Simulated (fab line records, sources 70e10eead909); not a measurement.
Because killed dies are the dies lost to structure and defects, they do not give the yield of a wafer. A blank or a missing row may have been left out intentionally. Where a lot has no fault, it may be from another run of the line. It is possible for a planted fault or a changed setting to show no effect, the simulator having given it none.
Which of the tools did it? + flow nand_harc + 69 wafers from 23 lots sampled at 6 of the route's 1302 steps

== WHAT EACH GAUGE READ, for each wafer ==
The record lacks any reading of a measuring or inspecting step that a usual standard deviation could be used to judge.

== WHAT TOOL EACH LOT RAN ON (gives the tool, then ch and the chambers of the sampled wafers, and finally the start) ==
| lot  | NHARC_A_CHANNEL_FILL_D2_CMP_10 | NHARC_A_STAIRCASE_DESCUM_168       | NHARC_A_STAIRCASE_TRIM_16                     | NHARC_A_STAIRCASE_TRIM_26                     | NHARC_A_STAIRCASE_TRIM_187         | NHARC_A_STAIRCASE_ETCH_190     |
|------|--------------------------------|------------------------------------|-----------------------------------------------|-----------------------------------------------|------------------------------------|--------------------------------|
| L074 | cmp-04 ch 0,2,3, day 15 11:50  | rie_diel-08 ch 1,2,3, day 15 13:25 | rie_diel-01 ch 0,1, day 15 19:24 or earlier   | rie_diel-01 ch 1,2, day 15 19:24 or earlier   | rie_diel-08 ch 1,2,3, day 15 19:24 | rie_diel-08 ch 1,2,3, no start |
| L076 | cmp-01 ch 0,3, day 16 00:40    | rie_diel-10 ch 0,1,2, day 16 02:19 | rie_diel-01 ch 1,2, day 16 07:41 or earlier   | rie_diel-08 ch 1,3, day 16 07:41 or earlier   | rie_diel-01 ch 1,2,3, day 16 07:41 | rie_diel-01 ch 0,1, no start   |
| L077 | cmp-04 ch 1,2, day 16 16:44    | rie_diel-01 ch 1,2, day 16 18:56   | rie_diel-08 ch 1,2,3, day 17 00:40 or earlier | rie_diel-10 ch 0,1, day 17 00:40 or earlier   | rie_diel-10 ch 1,3, day 17 00:40   | rie_diel-10 ch 0,1,2, no start |
| L078 | cmp-02 ch 1,2, day 16 22:26    | rie_diel-10 ch 1,2, day 17 00:06   | rie_diel-10 ch 1,2,3, day 17 06:10 or earlier | rie_diel-08 ch 0,1,3, day 17 06:10 or earlier | rie_diel-10 ch 0,1, day 17 06:10   | rie_diel-10 ch 0,1, no start   |
| L079 | cmp-04 ch 0,1,2, day 16 22:27  | rie_diel-10 ch 0,2, day 17 00:16   | rie_diel-10 ch 0,2, day 17 06:42 or earlier   | rie_diel-10 ch 0,1,2, day 17 06:42 or earlier | rie_diel-10 ch 0,1,2, day 17 06:42 | rie_diel-10 ch 0,1,3, no start |
| L080 | cmp-04 ch 1,3, day 17 19:05    | rie_diel-10 ch 0,2,3, day 17 20:46 | rie_diel-08 ch 2,3, day 18 02:31 or earlier   | rie_diel-10 ch 1,3, day 18 02:31 or earlier   | rie_diel-08 ch 0,3, day 18 02:31   | rie_diel-08 ch 1,2, no start   |
| L081 | cmp-01 ch 0,3, day 17 19:06    | rie_diel-10 ch 0,2,3, day 17 20:55 | rie_diel-01 ch 0,1, day 18 03:29 or earlier   | rie_diel-10 ch 0,1,2, day 18 03:29 or earlier | rie_diel-10 ch 1,2, day 18 03:29   | rie_diel-10 ch 0,1,2, no start |
| L082 | cmp-04 ch 1,3, day 18 22:15    | rie_diel-08 ch 0,3, day 19 00:07   | rie_diel-08 ch 0,1, day 19 06:25 or earlier   | rie_diel-01 ch 0,1,2, day 19 06:25 or earlier | rie_diel-01 ch 0,1,3, day 19 06:25 | rie_diel-01 ch 1,2,3, no start |
| L083 | cmp-02 ch 0,1,3, day 18 22:15  | rie_diel-08 ch 0,2,3, day 19 00:04 | rie_diel-10 ch 1,3, day 19 05:56 or earlier   | rie_diel-10 ch 0,1,2, day 19 05:56 or earlier | rie_diel-10 ch 0,2,3, day 19 05:56 | rie_diel-10 ch 0,1,2, no start |
| L085 | cmp-04 ch 2,3, day 19 19:59    | rie_diel-01 ch 2,3, day 19 21:47   | rie_diel-08 ch 0,1,2, day 20 03:43 or earlier | rie_diel-08 ch 0,1,3, day 20 03:43 or earlier | rie_diel-10 ch 0,2,3, day 20 03:43 | rie_diel-10 ch 1,2, no start   |
| L084 | cmp-02 ch 0,2,3, day 19 20:00  | rie_diel-01 ch 1,2,3, day 19 21:38 | rie_diel-08 ch 0,2,3, day 20 03:54 or earlier | rie_diel-10 ch 1,2,3, day 20 03:54 or earlier | rie_diel-08 ch 0,1,2, day 20 03:54 | rie_diel-08 ch 0,1,2, no start |
| L086 | cmp-02 ch 2,3, day 20 15:37    | rie_diel-01 ch 0,3, day 20 17:24   | rie_diel-10 ch 1,2, day 21 02:11 or earlier   | rie_diel-10 ch 1,2,3, day 21 02:11 or earlier | rie_diel-08 ch 1,2,3, day 21 02:11 | rie_diel-08 ch 0,1,3, no start |
| L087 | cmp-01 ch 0,1,3, day 20 15:40  | rie_diel-01 ch 0,3, day 20 17:26   | rie_diel-01 ch 2,3, day 21 02:19 or earlier   | rie_diel-01 ch 0,2,3, day 21 02:19 or earlier | rie_diel-01 ch 0,3, day 21 02:19   | rie_diel-01 ch 0,1,2, no start |
| L089 | cmp-02 ch 0,1,3, day 21 18:17  | rie_diel-10 ch 2,3, day 21 19:56   | rie_diel-10 ch 1,3, day 22 02:30 or earlier   | rie_diel-08 ch 1,2, day 22 02:30 or earlier   | rie_diel-10 ch 1,2, day 22 02:30   | rie_diel-10 ch 1,2,3, no start |
| L088 | cmp-04 ch 0,1, day 21 18:24    | rie_diel-08 ch 1,2,3, day 21 20:07 | rie_diel-10 ch 1,2,3, day 22 01:58 or earlier | rie_diel-01 ch 0,2,3, day 22 01:58 or earlier | rie_diel-08 ch 0,2,3, day 22 01:58 | rie_diel-08 ch 0,2,3, no start |
| L090 | cmp-02 ch 2,3, day 22 05:24    | rie_diel-01 ch 1,3, day 22 07:11   | rie_diel-10 ch 0,2,3, day 22 13:07 or earlier | rie_diel-10 ch 1,2,3, day 22 13:07 or earlier | rie_diel-10 ch 1,2, day 22 13:07   | rie_diel-10 ch 0,2, no start   |
| L091 | cmp-02 ch 0,2, day 22 05:33    | rie_diel-01 ch 1,2,3, day 22 07:17 | rie_diel-01 ch 2,3, day 22 12:53 or earlier   | rie_diel-01 ch 0,1,2, day 22 12:53 or earlier | rie_diel-01 ch 1,2,3, day 22 12:53 | rie_diel-01 ch 1,2,3, no start |
| L092 | cmp-02 ch 1,2,3, day 23 01:31  | rie_diel-08 ch 0,1,3, day 23 03:02 | rie_diel-08 ch 0,1,2, day 23 09:41 or earlier | rie_diel-01 ch 0,1,2, day 23 09:41 or earlier | rie_diel-10 ch 0,1,3, day 23 09:41 | rie_diel-10 ch 0,2,3, no start |
| L093 | cmp-02 ch 1,2, day 23 19:44    | rie_diel-01 ch 2,3, day 23 21:36   | rie_diel-10 ch 0,1,3, day 24 03:18 or earlier | rie_diel-01 ch 1,2, day 24 03:18 or earlier   | rie_diel-01 ch 0,1, day 24 03:18   | rie_diel-01 ch 1,2,3, no start |
| L094 | cmp-04 ch 1,2, day 23 19:50    | rie_diel-01 ch 0,1,2, day 23 21:45 | rie_diel-10 ch 1,3, day 24 04:47 or earlier   | rie_diel-10 ch 0,2, day 24 04:47 or earlier   | rie_diel-10 ch 1,2,3, day 24 04:47 | rie_diel-10 ch 0,1,2, no start |
| L095 | cmp-01 ch 1,2,3, day 23 19:53  | rie_diel-10 ch 0,2, day 23 22:11   | rie_diel-01 ch 0,2, day 24 04:17 or earlier   | rie_diel-10 ch 2,3, day 24 04:17 or earlier   | rie_diel-10 ch 0,2,3, day 24 04:17 | rie_diel-10 ch 1,2, no start   |
| L096 | cmp-02 ch 1,2,3, day 24 11:23  | rie_diel-08 ch 0,1,2, day 24 13:03 | rie_diel-08 ch 0,2,3, day 24 18:34 or earlier | rie_diel-08 ch 1,2,3, day 24 18:34 or earlier | rie_diel-10 ch 1,2,3, day 24 18:34 | rie_diel-10 ch 0,1,2, no start |
| L097 | cmp-04 ch 1,2,3, day 25 07:22  | rie_diel-08 ch 0,1,3, day 25 09:13 | rie_diel-10 ch 1,2,3, day 25 14:41 or earlier | rie_diel-10 ch 1,2,3, day 25 14:41 or earlier | rie_diel-08 ch 0,1,3, day 25 14:41 | rie_diel-08 ch 1,2,3, no start |
- NHARC_A_CHANNEL_FILL_D2_CMP_10: polishes, target thk 150 nm.
- NHARC_A_STAIRCASE_DESCUM_168: chemistry O2, time 3 s.
- NHARC_A_STAIRCASE_TRIM_16: chemistry O2, time 211.2 s.
- NHARC_A_STAIRCASE_TRIM_26: chemistry O2, time 211.2 s.
- NHARC_A_STAIRCASE_TRIM_187: chemistry O2, time 211.2 s.
- NHARC_A_STAIRCASE_ETCH_190: etches the open film in C4F8/O2, target depth 100 nm, time 40.5 s.

== AS READ BY THE TOOLS THEMSELVES (means over the sampled wafers that have a number; for cases with no such wafer, the mark the record gives instead) ==
NHARC_A_CHANNEL_FILL_D2_CMP_10. Usual: motor_current_A 12.2 A, standard deviation 1; time_to_endpoint_s 15.8 s, standard deviation 2.5.
| lot  | tool   | motor_current_A (A) | time_to_endpoint_s (s) | flag |
|------|--------|---------------------|------------------------|------|
| L074 | cmp-04 | 11.7                | 16.4                   |      |
| L076 | cmp-01 | 12.0                | 15.6                   |      |
| L077 | cmp-04 | 12.4                | 16.1                   |      |
| L078 | cmp-02 | 12.1                | 12.0                   |      |
| L079 | cmp-04 | 11.7                | 16.0                   |      |
| L080 | cmp-04 | 11.5                | 16.1                   |      |
| L081 | cmp-01 | 12.1                | 15.9                   |      |
| L082 | cmp-04 | 11.5                | 14.1                   |      |
| L083 | cmp-02 | 13.1                | 14.4                   |      |
| L085 | cmp-04 | 11.6                | 18.5                   |      |
| L084 | cmp-02 | 13.0                | 16.1                   |      |
| L086 | cmp-02 | 12.2                | 18.8                   |      |
| L087 | cmp-01 | 12.2                | 20.4                   |      |
| L089 | cmp-02 | 13.4                | 18.3                   |      |
| L088 | cmp-04 | 11.5                | 15.5                   |      |
| L090 | cmp-02 | 12.6                | 13.8                   |      |
| L091 | cmp-02 | 11.9                | 17.7                   |      |
| L092 | cmp-02 | 12.8                | 16.1                   |      |
| L093 | cmp-02 | 11.9                | 14.3                   |      |
| L094 | cmp-04 | 12.5                | 14.9                   |      |
| L095 | cmp-01 | 11.8                | 11.4                   |      |
| L096 | cmp-02 | 12.8                | 15.1                   |      |
| L097 | cmp-04 | 12.0                | 18.7                   |      |

NHARC_A_STAIRCASE_DESCUM_168. Usual: drypump_motor_current_A 5.74 A, standard deviation 0.28; oes_product_au 1.002 a.u., standard deviation 0.009; rf_vpp_V 57.6 V, standard deviation 0.8; showerhead_plenum_p_Torr 1.88 Torr, standard deviation 0.08; throttle_valve_pct 11.312 %, standard deviation 0.0088.
| lot  | tool        | drypump_motor_current_A (A) | oes_product_au (a.u.) | rf_vpp_V (V) | showerhead_plenum_p_Torr (Torr) | throttle_valve_pct (%) | flag |
|------|-------------|-----------------------------|-----------------------|--------------|---------------------------------|------------------------|------|
| L074 | rie_diel-08 | 5.76                        | 1.004                 | 58.3         | 1.92                            | 11.308                 |      |
| L076 | rie_diel-10 | 5.53                        | 0.996                 | 57.6         | 1.86                            | 11.308                 |      |
| L077 | rie_diel-01 | 6.09                        | 0.995                 | 56.9         | 1.86                            | 11.319                 |      |
| L078 | rie_diel-10 | 5.30                        | 0.999                 | 58.1         | 1.87                            | 11.319                 |      |
| L079 | rie_diel-10 | 5.42                        | 0.996                 | 57.0         | 1.92                            | 11.312                 |      |
| L080 | rie_diel-10 | 5.68                        | 1.005                 | 57.5         | 1.91                            | 11.320                 |      |
| L081 | rie_diel-10 | 5.66                        | 1.000                 | 57.3         | 1.91                            | 11.315                 |      |
| L082 | rie_diel-08 | 5.80                        | 0.993                 | 58.0         | 1.80                            | 11.311                 |      |
| L083 | rie_diel-08 | 5.84                        | 0.999                 | 58.2         | 1.81                            | 11.318                 |      |
| L085 | rie_diel-01 | 5.82                        | 0.992                 | 57.6         | 1.83                            | 11.310                 |      |
| L084 | rie_diel-01 | 5.95                        | 1.005                 | 57.6         | 1.84                            | 11.321                 |      |
| L086 | rie_diel-01 | 5.54                        | 1.003                 | 57.3         | 1.85                            | 11.312                 |      |
| L087 | rie_diel-01 | 5.59                        | 1.000                 | 57.7         | 1.84                            | 11.312                 |      |
| L089 | rie_diel-10 | 5.75                        | 0.995                 | 56.8         | 1.91                            | 11.307                 |      |
| L088 | rie_diel-08 | 5.74                        | 1.014                 | 57.4         | 1.90                            | 11.320                 |      |
| L090 | rie_diel-01 | 5.95                        | 1.008                 | 57.4         | 1.86                            | 11.307                 |      |
| L091 | rie_diel-01 | 5.95                        | 1.004                 | 57.2         | 1.84                            | 11.317                 |      |
| L092 | rie_diel-08 | 5.71                        | 1.004                 | 57.2         | 1.89                            | 11.309                 |      |
| L093 | rie_diel-01 | 5.81                        | 1.004                 | 56.9         | 1.82                            | 11.320                 |      |
| L094 | rie_diel-01 | 5.89                        | 1.003                 | 57.3         | 1.84                            | 11.322                 |      |
| L095 | rie_diel-10 | 5.38                        | 1.007                 | 58.0         | 1.90                            | 11.312                 |      |
| L096 | rie_diel-08 | 5.70                        | 0.996                 | 58.2         | 1.97                            | 11.310                 |      |
| L097 | rie_diel-08 | 5.71                        | 1.012                 | 57.8         | 1.98                            | 11.314                 |      |

NHARC_A_STAIRCASE_TRIM_16. Usual: drypump_motor_current_A 5.75 A, standard deviation 0.28; oes_product_au 1.003 a.u., standard deviation 0.0087; rf_vpp_V 57.6 V, standard deviation 0.87; showerhead_plenum_p_Torr 3.49 Torr, standard deviation 0.15; throttle_valve_pct 17.037 %, standard deviation 0.01.
| lot  | tool        | drypump_motor_current_A (A) | oes_product_au (a.u.) | rf_vpp_V (V) | showerhead_plenum_p_Torr (Torr) | throttle_valve_pct (%) | flag |
|------|-------------|-----------------------------|-----------------------|--------------|---------------------------------|------------------------|------|
| L074 | rie_diel-01 | 5.69                        | 1.000                 | 57.3         | 3.47                            | 17.045                 |      |
| L076 | rie_diel-01 | 6.10                        | 0.997                 | 57.8         | 3.41                            | 17.046                 |      |
| L077 | rie_diel-08 | 5.77                        | 1.015                 | 58.7         | 3.53                            | 17.046                 |      |
| L078 | rie_diel-10 | 5.62                        | 0.998                 | 57.3         | 3.46                            | 17.046                 |      |
| L079 | rie_diel-10 | 5.40                        | 0.994                 | 58.0         | 3.53                            | 17.034                 |      |
| L080 | rie_diel-08 | 5.90                        | 1.009                 | 57.0         | 3.42                            | 17.031                 |      |
| L081 | rie_diel-01 | 5.90                        | 1.004                 | 57.4         | 3.47                            | 17.034                 |      |
| L082 | rie_diel-08 | 5.68                        | 0.996                 | 57.3         | 3.45                            | 17.031                 |      |
| L083 | rie_diel-10 | 5.75                        | 1.006                 | 58.4         | 3.72                            | 17.033                 |      |
| L085 | rie_diel-08 | 5.71                        | 1.000                 | 58.2         | 3.46                            | 17.030                 |      |
| L084 | rie_diel-08 | 5.84                        | 0.998                 | 57.5         | 3.36                            | 17.035                 |      |
| L086 | rie_diel-10 | 5.34                        | 1.012                 | 57.4         | 3.62                            | 17.041                 |      |
| L087 | rie_diel-01 | 5.97                        | 1.004                 | 57.9         | 3.37                            | 17.039                 |      |
| L089 | rie_diel-10 | 5.76                        | 1.013                 | 57.8         | 3.71                            | 17.037                 |      |
| L088 | rie_diel-10 | 5.60                        | 1.003                 | 57.8         | 3.62                            | 17.031                 |      |
| L090 | rie_diel-10 | 5.68                        | 1.009                 | 57.5         | 3.51                            | 17.034                 |      |
| L091 | rie_diel-01 | 5.97                        | 1.005                 | 58.0         | 3.37                            | 17.030                 |      |
| L092 | rie_diel-08 | 5.70                        | 1.009                 | 57.3         | 3.45                            | 17.040                 |      |
| L093 | rie_diel-10 | 5.83                        | 1.000                 | 58.3         | 3.59                            | 17.041                 |      |
| L094 | rie_diel-10 | 5.88                        | 0.998                 | 57.4         | 3.60                            | 17.044                 |      |
| L095 | rie_diel-01 | 5.91                        | 0.990                 | 57.3         | 3.38                            | 17.035                 |      |
| L096 | rie_diel-08 | 5.84                        | 1.002                 | 58.1         | 3.52                            | 17.029                 |      |
| L097 | rie_diel-10 | 5.61                        | 1.004                 | 57.8         | 3.60                            | 17.034                 |      |

NHARC_A_STAIRCASE_TRIM_26. Usual: drypump_motor_current_A 5.72 A, standard deviation 0.28; oes_product_au 1.001 a.u., standard deviation 0.0094; rf_vpp_V 57.7 V, standard deviation 0.91; showerhead_plenum_p_Torr 3.49 Torr, standard deviation 0.14; throttle_valve_pct 17.037 %, standard deviation 0.009.
| lot  | tool        | drypump_motor_current_A (A) | oes_product_au (a.u.) | rf_vpp_V (V) | showerhead_plenum_p_Torr (Torr) | throttle_valve_pct (%) | flag |
|------|-------------|-----------------------------|-----------------------|--------------|---------------------------------|------------------------|------|
| L074 | rie_diel-01 | 6.12                        | 1.006                 | 58.2         | 3.41                            | 17.045                 |      |
| L076 | rie_diel-08 | 5.66                        | 1.001                 | 57.1         | 3.66                            | 17.030                 |      |
| L077 | rie_diel-10 | 5.68                        | 0.989                 | 57.5         | 3.35                            | 17.038                 |      |
| L078 | rie_diel-08 | 5.73                        | 1.002                 | 57.6         | 3.51                            | 17.040                 |      |
| L079 | rie_diel-10 | 5.58                        | 0.992                 | 57.8         | 3.44                            | 17.032                 |      |
| L080 | rie_diel-10 | 5.88                        | 1.001                 | 57.6         | 3.45                            | 17.031                 |      |
| L081 | rie_diel-10 | 5.56                        | 0.993                 | 57.3         | 3.43                            | 17.036                 |      |
| L082 | rie_diel-01 | 5.88                        | 0.994                 | 57.8         | 3.43                            | 17.035                 |      |
| L083 | rie_diel-10 | 5.54                        | 0.998                 | 58.1         | 3.61                            | 17.035                 |      |
| L085 | rie_diel-08 | 5.72                        | 1.002                 | 57.5         | 3.49                            | 17.043                 |      |
| L084 | rie_diel-10 | 5.62                        | 1.006                 | 58.0         | 3.62                            | 17.040                 |      |
| L086 | rie_diel-10 | 5.59                        | 1.002                 | 58.2         | 3.62                            | 17.048                 |      |
| L087 | rie_diel-01 | 5.77                        | 1.011                 | 57.1         | 3.40                            | 17.032                 |      |
| L089 | rie_diel-08 | 5.63                        | 1.012                 | 58.3         | 3.61                            | 17.037                 |      |
| L088 | rie_diel-01 | 5.77                        | 0.998                 | 58.1         | 3.39                            | 17.026                 |      |
| L090 | rie_diel-10 | 5.60                        | 1.006                 | 57.4         | 3.61                            | 17.042                 |      |
| L091 | rie_diel-01 | 5.90                        | 0.998                 | 57.8         | 3.41                            | 17.036                 |      |
| L092 | rie_diel-01 | 5.89                        | 0.994                 | 57.9         | 3.41                            | 17.035                 |      |
| L093 | rie_diel-01 | 6.12                        | 1.002                 | 57.6         | 3.38                            | 17.038                 |      |
| L094 | rie_diel-10 | 5.63                        | 0.996                 | 58.0         | 3.48                            | 17.042                 |      |
| L095 | rie_diel-10 | 5.47                        | 1.007                 | 57.5         | 3.52                            | 17.034                 |      |
| L096 | rie_diel-08 | 5.76                        | 1.003                 | 57.1         | 3.49                            | 17.045                 |      |
| L097 | rie_diel-10 | 5.58                        | 1.006                 | 58.0         | 3.60                            | 17.038                 |      |

NHARC_A_STAIRCASE_TRIM_187. Usual: drypump_motor_current_A 5.72 A, standard deviation 0.28; oes_product_au 1.001 a.u., standard deviation 0.01; rf_vpp_V 57.7 V, standard deviation 0.83; showerhead_plenum_p_Torr 3.49 Torr, standard deviation 0.14; throttle_valve_pct 17.036 %, standard deviation 0.0088.
| lot  | tool        | drypump_motor_current_A (A) | oes_product_au (a.u.) | rf_vpp_V (V) | showerhead_plenum_p_Torr (Torr) | throttle_valve_pct (%) | flag |
|------|-------------|-----------------------------|-----------------------|--------------|---------------------------------|------------------------|------|
| L074 | rie_diel-08 | 5.77                        | 1.007                 | 57.8         | 3.53                            | 17.037                 |      |
| L076 | rie_diel-01 | 5.98                        | 0.996                 | 57.8         | 3.42                            | 17.049                 |      |
| L077 | rie_diel-10 | 5.86                        | 1.013                 | 57.3         | 3.45                            | 17.028                 |      |
| L078 | rie_diel-10 | 5.76                        | 0.990                 | 57.1         | 3.42                            | 17.035                 |      |
| L079 | rie_diel-10 | 5.54                        | 0.998                 | 57.3         | 3.44                            | 17.033                 |      |
| L080 | rie_diel-08 | 5.88                        | 0.991                 | 57.7         | 3.40                            | 17.032                 |      |
| L081 | rie_diel-10 | 5.49                        | 0.992                 | 57.1         | 3.37                            | 17.038                 |      |
| L082 | rie_diel-01 | 5.74                        | 1.000                 | 58.6         | 3.44                            | 17.031                 |      |
| L083 | rie_diel-10 | 5.68                        | 0.999                 | 57.8         | 3.52                            | 17.039                 |      |
| L085 | rie_diel-10 | 5.68                        | 0.990                 | 57.2         | 3.51                            | 17.031                 |      |
| L084 | rie_diel-08 | 5.69                        | 1.005                 | 57.3         | 3.46                            | 17.040                 |      |
| L086 | rie_diel-08 | 5.76                        | 1.008                 | 57.3         | 3.51                            | 17.032                 |      |
| L087 | rie_diel-01 | 5.60                        | 1.003                 | 56.6         | 3.41                            | 17.040                 |      |
| L089 | rie_diel-10 | 5.33                        | 1.001                 | 58.1         | 3.62                            | 17.033                 |      |
| L088 | rie_diel-08 | 5.85                        | 1.004                 | 57.8         | 3.35                            | 17.036                 |      |
| L090 | rie_diel-10 | 5.35                        | 1.007                 | 58.0         | 3.62                            | 17.045                 |      |
| L091 | rie_diel-01 | 5.95                        | 1.007                 | 58.0         | 3.40                            | 17.042                 |      |
| L092 | rie_diel-10 | 5.82                        | 1.005                 | 58.6         | 3.59                            | 17.034                 |      |
| L093 | rie_diel-01 | 5.68                        | 0.993                 | 57.8         | 3.43                            | 17.039                 |      |
| L094 | rie_diel-10 | 5.59                        | 1.003                 | 57.5         | 3.60                            | 17.035                 |      |
| L095 | rie_diel-10 | 5.69                        | 1.000                 | 57.2         | 3.50                            | 17.036                 |      |
| L096 | rie_diel-10 | 5.59                        | 1.005                 | 56.8         | 3.60                            | 17.037                 |      |
| L097 | rie_diel-08 | 5.71                        | 0.995                 | 58.6         | 3.65                            | 17.038                 |      |

NHARC_A_STAIRCASE_ETCH_190. Usual: oes_product_au 0.942 a.u., standard deviation 0.011; rf_vpp_V 895 V, standard deviation 5.6.
| lot  | tool        | oes_product_au (a.u.) | rf_vpp_V (V) | flag |
|------|-------------|-----------------------|--------------|------|
| L074 | rie_diel-08 | 0.943                 | 896          |      |
| L076 | rie_diel-01 | 0.934                 | 893          |      |
| L077 | rie_diel-10 | 0.948                 | 892          |      |
| L078 | rie_diel-10 | 0.932                 | 889          |      |
| L079 | rie_diel-10 | 0.934                 | 893          |      |
| L080 | rie_diel-08 | 0.943                 | 900          |      |
| L081 | rie_diel-10 | 0.925                 | 893          |      |
| L082 | rie_diel-01 | 0.943                 | 892          |      |
| L083 | rie_diel-10 | 0.944                 | 899          |      |
| L085 | rie_diel-10 | 0.942                 | 899          |      |
| L084 | rie_diel-08 | 0.957                 | 893          |      |
| L086 | rie_diel-08 | 0.944                 | 895          |      |
| L087 | rie_diel-01 | 0.944                 | 892          |      |
| L089 | rie_diel-10 | 0.930                 | 899          |      |
| L088 | rie_diel-08 | 0.938                 | 889          |      |
| L090 | rie_diel-10 | 0.947                 | 894          |      |
| L091 | rie_diel-01 | 0.944                 | 892          |      |
| L092 | rie_diel-10 | 0.944                 | 895          |      |
| L093 | rie_diel-01 | 0.943                 | 891          |      |
| L094 | rie_diel-10 | 0.943                 | 898          |      |
| L095 | rie_diel-10 | 0.941                 | 899          |      |
| L096 | rie_diel-10 | 0.948                 | 898          |      |
| L097 | rie_diel-08 | 0.953                 | 895          |      |

== THE ANSWER, worked out from the rows above alone ==
Rule: lot off if the mean of its wafers having a number is beyond 3 standard deviations from the usual mean. A lot without any number at a reading at which 4 lots or more have one is off too. All remaining lots with rows at the step are treated as sound. The gauges are gone through in route order, then the tools' own readings, and for those a lot's mean is taken as printed above. The first step at which some lot is off is used, and at that step the reading that is off furthest; a lot without a number counts as furthest.
Nothing can be told from this: no lot is off at any reading shown.

== WHAT THE SIMULATOR PUT IN ==
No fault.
